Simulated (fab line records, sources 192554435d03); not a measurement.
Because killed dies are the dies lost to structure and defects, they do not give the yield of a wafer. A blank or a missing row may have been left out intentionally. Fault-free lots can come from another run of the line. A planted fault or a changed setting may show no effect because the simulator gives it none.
Split-lot trial / flow n5-finfet / route with 1938 steps; 7 lots, 39 wafers read

## ON THE SPLIT
At N5_MOL_CONTACT_COAG_ETCHBACK_135 (etches SiO2 in CHF3, target depth 25 nm, time 16.7 s), the setting time-s was moved away from the recipe's 16.7 s on 15 of the 39 wafers read, by -58.2% to -26.3%. All remaining wafers had this setting at the recipe value.

## THE PATH FROM SPLIT TO READING: the file shows 1 step between them
- N5_MOL_CONTACT_COAG_STRIP_118: strips in CHF3

## THE READING
SOC_of_MOL_CONTACT_COAG_COAT_75.thk-nm (the simulator's own value, which no gauge read), in nm, at N5_MOL_CONTACT_COAG_VIA_ETCH_46 (etches SiO2 in C4F6/O2, target depth 46 nm, overetch 9.2 nm, time 40 s). The file gives no usual value for it. Here, 24 wafers ran the recipe; their average is 50.7 nm with a standard deviation of 0.21 nm.

wafer=L075.1; tool, chamber at the split=rie-diel-03, 0; time-s as run, s=16.7; against the recipe=recipe; SOC_of_MOL_CONTACT_COAG_COAT_75.thk-nm, nm=51; against lot-mates on the recipe=-
wafer=L075.4; tool, chamber at the split=rie-diel-03, 0; time-s as run, s=16.7; against the recipe=recipe; SOC_of_MOL_CONTACT_COAG_COAT_75.thk-nm, nm=51; against lot-mates on the recipe=-
wafer=L075.2; tool, chamber at the split=rie-diel-03, 3,1; time-s as run, s=6.975; against the recipe=-58.2%; SOC_of_MOL_CONTACT_COAG_COAT_75.thk-nm, nm=52.4; against lot-mates on the recipe=+1.5
wafer=L075.6; tool, chamber at the split=rie-diel-03, 3,1; time-s as run, s=6.975; against the recipe=-58.2%; SOC_of_MOL_CONTACT_COAG_COAT_75.thk-nm, nm=52.4; against lot-mates on the recipe=+1.5
wafer=L075.3; tool, chamber at the split=rie-diel-03, 1; time-s as run, s=6.975; against the recipe=-58.2%; SOC_of_MOL_CONTACT_COAG_COAT_75.thk-nm, nm=52.6; against lot-mates on the recipe=+1.7
wafer=L075.5; tool, chamber at the split=rie-diel-03, 3; time-s as run, s=16.7; against the recipe=recipe; SOC_of_MOL_CONTACT_COAG_COAT_75.thk-nm, nm=50.6; against lot-mates on the recipe=-
wafer=L078.1; tool, chamber at the split=rie-diel-01, 0,2; time-s as run, s=10.14; against the recipe=-39.3%; SOC_of_MOL_CONTACT_COAG_COAT_75.thk-nm, nm=51.8; against lot-mates on the recipe=+1.2
wafer=L078.2; tool, chamber at the split=rie-diel-01, 0,2; time-s as run, s=10.14; against the recipe=-39.3%; SOC_of_MOL_CONTACT_COAG_COAT_75.thk-nm, nm=51.6; against lot-mates on the recipe=+1.0
wafer=L078.5; tool, chamber at the split=rie-diel-01, 1; time-s as run, s=10.14; against the recipe=-39.3%; SOC_of_MOL_CONTACT_COAG_COAT_75.thk-nm, nm=51.6; against lot-mates on the recipe=+1.0
wafer=L078.3; tool, chamber at the split=rie-diel-01, 3; time-s as run, s=16.7; against the recipe=recipe; SOC_of_MOL_CONTACT_COAG_COAT_75.thk-nm, nm=50.4; against lot-mates on the recipe=-
wafer=L078.4; tool, chamber at the split=rie-diel-01, 1; time-s as run, s=16.7; against the recipe=recipe; SOC_of_MOL_CONTACT_COAG_COAT_75.thk-nm, nm=50.6; against lot-mates on the recipe=-
wafer=L078.6; tool, chamber at the split=rie-diel-01, 2; time-s as run, s=16.7; against the recipe=recipe; SOC_of_MOL_CONTACT_COAG_COAT_75.thk-nm, nm=50.8; against lot-mates on the recipe=-
wafer=L079.1; tool, chamber at the split=rie-diel-01, 0,3,0; time-s as run, s=16.7; against the recipe=recipe; SOC_of_MOL_CONTACT_COAG_COAT_75.thk-nm, nm=50.8; against lot-mates on the recipe=-
wafer=L079.4; tool, chamber at the split=rie-diel-01, 1,2,1; time-s as run, s=16.7; against the recipe=recipe; SOC_of_MOL_CONTACT_COAG_COAT_75.thk-nm, nm=50.8; against lot-mates on the recipe=-
wafer=L079.2; tool, chamber at the split=rie-diel-01, 1,2,1; time-s as run, s=16.7; against the recipe=recipe; SOC_of_MOL_CONTACT_COAG_COAT_75.thk-nm, nm=50.6; against lot-mates on the recipe=-
wafer=L079.3; tool, chamber at the split=rie-diel-01, 0,3,0; time-s as run, s=16.7; against the recipe=recipe; SOC_of_MOL_CONTACT_COAG_COAT_75.thk-nm, nm=50.6; against lot-mates on the recipe=-
wafer=L079.5; tool, chamber at the split=rie-diel-01, 1,2,1; time-s as run, s=16.7; against the recipe=recipe; SOC_of_MOL_CONTACT_COAG_COAT_75.thk-nm, nm=50.6; against lot-mates on the recipe=-
wafer=L079.6; tool, chamber at the split=rie-diel-01, 0,3,0; time-s as run, s=16.7; against the recipe=recipe; SOC_of_MOL_CONTACT_COAG_COAT_75.thk-nm, nm=51; against lot-mates on the recipe=-
wafer=L081.1; tool, chamber at the split=rie-diel-06, 1,2,3; time-s as run, s=16.7; against the recipe=recipe; SOC_of_MOL_CONTACT_COAG_COAT_75.thk-nm, nm=50.4; against lot-mates on the recipe=-
wafer=L081.4; tool, chamber at the split=rie-diel-06, 1,2,3; time-s as run, s=16.7; against the recipe=recipe; SOC_of_MOL_CONTACT_COAG_COAT_75.thk-nm, nm=50.4; against lot-mates on the recipe=-
wafer=L081.5; tool, chamber at the split=rie-diel-06, 1,2,3; time-s as run, s=16.7; against the recipe=recipe; SOC_of_MOL_CONTACT_COAG_COAT_75.thk-nm, nm=50.4; against lot-mates on the recipe=-
wafer=L086.1; tool, chamber at the split=rie-diel-01, 2,3,3; time-s as run, s=9.459; against the recipe=-43.4%; SOC_of_MOL_CONTACT_COAG_COAT_75.thk-nm, nm=51.8; against lot-mates on the recipe=+1.1
wafer=L086.5; tool, chamber at the split=rie-diel-01, 2,3,3; time-s as run, s=9.459; against the recipe=-43.4%; SOC_of_MOL_CONTACT_COAG_COAT_75.thk-nm, nm=51.8; against lot-mates on the recipe=+1.1
wafer=L086.2; tool, chamber at the split=rie-diel-01, 1; time-s as run, s=16.7; against the recipe=recipe; SOC_of_MOL_CONTACT_COAG_COAT_75.thk-nm, nm=50.8; against lot-mates on the recipe=-
wafer=L086.3; tool, chamber at the split=rie-diel-01, 2,3,3; time-s as run, s=9.459; against the recipe=-43.4%; SOC_of_MOL_CONTACT_COAG_COAT_75.thk-nm, nm=51.6; against lot-mates on the recipe=+0.9
wafer=L086.4; tool, chamber at the split=rie-diel-01, 2,1; time-s as run, s=16.7; against the recipe=recipe; SOC_of_MOL_CONTACT_COAG_COAT_75.thk-nm, nm=50.6; against lot-mates on the recipe=-
wafer=L086.6; tool, chamber at the split=rie-diel-01, 2,1; time-s as run, s=16.7; against the recipe=recipe; SOC_of_MOL_CONTACT_COAG_COAT_75.thk-nm, nm=50.6; against lot-mates on the recipe=-
wafer=L091.1; tool, chamber at the split=rie-diel-03, 2,3; time-s as run, s=12.31; against the recipe=-26.3%; SOC_of_MOL_CONTACT_COAG_COAT_75.thk-nm, nm=51.6; against lot-mates on the recipe=+0.7
wafer=L091.5; tool, chamber at the split=rie-diel-03, 2; time-s as run, s=12.31; against the recipe=-26.3%; SOC_of_MOL_CONTACT_COAG_COAT_75.thk-nm, nm=51.6; against lot-mates on the recipe=+0.7
wafer=L091.2; tool, chamber at the split=rie-diel-03, 0,1,1; time-s as run, s=16.7; against the recipe=recipe; SOC_of_MOL_CONTACT_COAG_COAT_75.thk-nm, nm=51; against lot-mates on the recipe=-
wafer=L091.3; tool, chamber at the split=rie-diel-03, 0,1,1; time-s as run, s=16.7; against the recipe=recipe; SOC_of_MOL_CONTACT_COAG_COAT_75.thk-nm, nm=50.8; against lot-mates on the recipe=-
wafer=L091.6; tool, chamber at the split=rie-diel-03, 0,1,1; time-s as run, s=16.7; against the recipe=recipe; SOC_of_MOL_CONTACT_COAG_COAT_75.thk-nm, nm=50.8; against lot-mates on the recipe=-
wafer=L091.4; tool, chamber at the split=rie-diel-03, 2,3; time-s as run, s=12.31; against the recipe=-26.3%; SOC_of_MOL_CONTACT_COAG_COAT_75.thk-nm, nm=51.2; against lot-mates on the recipe=+0.3
wafer=L094.1; tool, chamber at the split=rie-diel-03, 2,0; time-s as run, s=9.787; against the recipe=-41.4%; SOC_of_MOL_CONTACT_COAG_COAT_75.thk-nm, nm=52.2; against lot-mates on the recipe=+1.3
wafer=L094.2; tool, chamber at the split=rie-diel-03, 3,1,2; time-s as run, s=16.7; against the recipe=recipe; SOC_of_MOL_CONTACT_COAG_COAT_75.thk-nm, nm=50.6; against lot-mates on the recipe=-
wafer=L094.3; tool, chamber at the split=rie-diel-03, 3,1,2; time-s as run, s=16.7; against the recipe=recipe; SOC_of_MOL_CONTACT_COAG_COAT_75.thk-nm, nm=51; against lot-mates on the recipe=-
wafer=L094.6; tool, chamber at the split=rie-diel-03, 3,1,2; time-s as run, s=16.7; against the recipe=recipe; SOC_of_MOL_CONTACT_COAG_COAT_75.thk-nm, nm=51; against lot-mates on the recipe=-
wafer=L094.4; tool, chamber at the split=rie-diel-03, 2,0; time-s as run, s=9.787; against the recipe=-41.4%; SOC_of_MOL_CONTACT_COAG_COAT_75.thk-nm, nm=52; against lot-mates on the recipe=+1.1
wafer=L094.5; tool, chamber at the split=rie-diel-03, 3; time-s as run, s=9.787; against the recipe=-41.4%; SOC_of_MOL_CONTACT_COAG_COAT_75.thk-nm, nm=51.6; against lot-mates on the recipe=+0.7
Rows listing several chambers each stand for several wafers; the file does not say which wafer went through which chamber.

FIT RESULTS
A straight line over all 39 wafers: SOC_of_MOL_CONTACT_COAG_COAT_75.thk-nm changes by -0.0276 nm for each +1% of time-s; r = -0.94; the points scatter about the line by 0.21 nm.
The same after taking each lot's own level away (the mean of its wafers on the recipe; 39 wafers): -0.0263 nm for each +1%; r = -0.96; scatter 0.16 nm.
According to that fit, moving time-s by its largest amount changes the reading by 1.5 nm.
Across the lots, their own levels run from 50.40 to 50.87 nm, a range of 2.2 times the standard deviation given above.
So the lot-to-lot level changes the slope little: the two slopes agree.
Check: +1.53 nm against its lot-mates is what the line predicts for one of the wafers moved furthest among these (-58.2%) when that wafer is left out of the fit. It came out at +1.53 nm against them.

## OTHER SPLITS APPLIED TO THESE WAFERS
Before the reading, these wafers also passed through other splits. Each is held against what the fit with the lots' levels taken away leaves over:
other split on the same wafers=N5_PMOS_HMC_CHANNEL_EPI_ETCH_38 target-depth-a; wafers away from the commonest value=12; r with SOC_of_MOL_CONTACT_COAG_COAT_75.thk-nm (lot level and that fit taken away)=-0.21
other split on the same wafers=N5_DUMMY_GATE_HM_DEP_06 time-s; wafers away from the commonest value=33; r with SOC_of_MOL_CONTACT_COAG_COAT_75.thk-nm (lot level and that fit taken away)=-0.10

## THE WHOLE CHAIN: every reading that the file lists as answering this split, in the file's order
step=N5_MOL_CONTACT_COAG_ETCHBACK_135; what it does=etches SiO2 in CHF3, target depth 25 nm, time 16.7 s; reading=SOC_of_MOL_CONTACT_COAG_COAT_75.thk-nm (the simulator's own value, which no gauge read); change (the file's fit)=-0.0266 nm for each +1% of the setting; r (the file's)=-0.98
step=N5_MOL_CONTACT_COAG_VIA_ETCH_46; what it does=etches SiO2 in C4F6/O2, target depth 46 nm, overetch 9.2 nm, time 40 s; reading=SOC_of_MOL_CONTACT_COAG_COAT_75.thk-nm (the simulator's own value, which no gauge read); change (the file's fit)=-0.0262 nm for each +1% of the setting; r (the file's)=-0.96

## FILE'S OWN FIT
SOC_of_MOL_CONTACT_COAG_COAT_75.thk-nm changes by -0.0262 nm for each +1% of time-s, r = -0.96.
